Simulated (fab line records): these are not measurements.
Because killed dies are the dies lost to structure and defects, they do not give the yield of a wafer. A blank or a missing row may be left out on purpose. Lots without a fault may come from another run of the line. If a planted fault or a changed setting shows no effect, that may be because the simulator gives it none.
Chamber matching	flow nandHarc	NHARC_P_ZERO_WELL_DESCUM_13 on rieDiel-04: 4 sister chambers
The step chemistry O2, time 3 s. 8 wafers are shown with their chamber, then 7 later ones without.

WAFERS PAIRED WITH THEIR CHAMBERS
wafer	chamber	drypumpMotorCurrentA (A)	throttleValvePct (%)
L081.1	0	5.7	11.302
L081.5	2	6.4	11.319
L081.6	3	6.4	11.297
L082.1	2	6.4	11.317
L082.3	1	5.3	11.313
L082.6	1	5.3	11.303
L083.4	3	6.5	11.299
L083.5	0	5.7	11.318

WAFERS WITHOUT THEIR CHAMBER
wafer	drypumpMotorCurrentA (A)	throttleValvePct (%)
L083.6	5.3	11.313
L085.2	6.4	11.305
L085.4	6.5	11.312
L085.6	6.4	11.303
L095.1	5.3	11.312
L095.5	5.3	11.312
L095.6	5.8	11.305

WHICH CHAMBER EACH ONE RAN IN
wafer	from the rows above	in truth
L083.6	1	1
L085.2	can't be placed: 3 or 2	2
L085.4	can't be placed: 3 or 2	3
L085.6	can't be placed: 3 or 2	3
L095.1	1	1
L095.5	1	1
L095.6	0	0
Correctly placed: 4 of 7. Unplaceable from these rows: 3, with the true chamber sitting among the candidates in 3. Number placed wrongly: 0.
How it was worked out, from the rows above alone: a wafer's distance from a chamber is the root of the sum, over the readings, of the square of ((its reading less the chamber's mean) divided by the reading's scatter). The wafer belongs to the nearest chamber; if the next one is less than 2 further off, it can't be placed. The mean given for a chamber averages the wafers shown for that chamber. The scatter: the root of (the sum of the squares of (reading less its chamber's mean) over the shown wafers, divided by (wafers less chambers)).
